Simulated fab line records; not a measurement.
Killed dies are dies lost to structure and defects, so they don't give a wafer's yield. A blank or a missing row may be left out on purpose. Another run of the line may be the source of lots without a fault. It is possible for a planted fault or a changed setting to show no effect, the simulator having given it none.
Matching of chambers -- flow n5 finfet -- 4 sister chambers for N5_STI_FIN_REVEAL_CMP_04 on cmp-01
The step polishes, stops on Si3N4, t overpolish 4 s, target thk 131.83 nm. 4 wafers are shown with their chamber, then 7 later ones without.

== WAFERS PAIRED WITH THEIR CHAMBERS ==
wafer,chamber,motor current A (A)
L086.2,2,7.8
L088.2,1,7.4
L092.4,0,7.3
L092.5,3,9.3

== WAFERS WHOSE CHAMBER IS MISSING ==
wafer,motor current A (A)
L092.6,7.2
L094.1,7.8
L094.4,7.3
L094.5,7.1
L095.1,9.2
L095.3,7.7
L095.4,7.1

== EACH ONE'S CHAMBER ==
wafer,from the rows above,in truth
L092.6,can't be placed: 0 or 1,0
L094.1,2,2
L094.4,can't be placed: 0 or 1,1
L094.5,can't be placed: 0 or 1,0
L095.1,3,3
L095.3,can't be placed: 2 or 1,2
L095.4,can't be placed: 0 or 1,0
Correctly placed: 2 of 7. Unplaceable from these rows: 5, with the true chamber sitting among the candidates in 5. Number placed wrongly: 0.
How it was worked out, from the rows above alone: a wafer's distance from a chamber is the root of the sum, over the readings, of the square of ((its reading less the chamber's mean) divided by the reading's scatter). The wafer belongs to the nearest chamber; if the next one is less than 2 further off, it can't be placed. Each chamber's mean is taken over the wafers shown for it. The scatter: with one shown wafer a chamber, the root of the mean of the squares of how far each hidden wafer lies from its nearest shown one.
